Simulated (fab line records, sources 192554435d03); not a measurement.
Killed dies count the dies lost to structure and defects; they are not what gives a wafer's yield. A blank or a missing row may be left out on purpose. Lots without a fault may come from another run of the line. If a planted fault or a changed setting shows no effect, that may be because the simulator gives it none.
Matching of chambers    flow n5 finfet    N5_BEOL_M5_DEP_56 on pecvd-02 has 3 sister chambers
The step deposits SiCN from 3MS/NH3, target thk 8 nm, time 14 s. 6 wafers are shown with their chamber, then 12 later ones without.

## WAFERS, EACH WITH ITS CHAMBER
wafer   chamber  rf fwd power W (W)  showerhead plenum p Torr (Torr)
L089.6  2        198.0               3.656
L088.1  1        200.1               3.661
L088.4  1        200.5               3.653
L090.1  0        199.6               3.678
L090.5  0        199.2               3.675
L090.6  2        198.5               3.647

## WAFERS WHOSE CHAMBER IS MISSING
wafer   rf fwd power W (W)  showerhead plenum p Torr (Torr)
L093.2  200.7               3.658
L093.3  197.8               3.664
L093.4  200.6               3.662
L095.1  199.8               3.661
L095.3  199.6               3.691
L095.6  199.9               3.656
L096.2  200.3               3.654
L096.4  200.2               3.674
L096.6  196.8               3.658
L097.1  197.0               3.658
L097.2  199.0               3.679
L097.5  198.9               3.683

## WHICH CHAMBER EACH WENT THROUGH
wafer   from the rows above      in truth
L093.2  1                        1
L093.3  2                        2
L093.4  1                        1
L095.1  can't be placed: 1 or 0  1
L095.3  0                        0
L095.6  1                        1
L096.2  1                        1
L096.4  can't be placed: 0 or 1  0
L096.6  2                        2
L097.1  2                        2
L097.2  0                        0
L097.5  0                        0
10 of 12 placed correctly. These rows do not allow placing 2 (true chamber among the candidates in 2). Wrongly placed: 0.
How it was worked out, from the rows above alone: a wafer's distance from a chamber is the root of the sum, over the readings, of the square of ((its reading less the chamber's mean) divided by the reading's scatter). The wafer belongs to the nearest chamber; if the next one is less than 2 further off, it can't be placed. Each chamber's mean is taken over the wafers shown for it. The scatter: take each reading less its chamber's mean, square it, sum over the shown wafers, divide by the number of wafers less the number of chambers, and take the root.
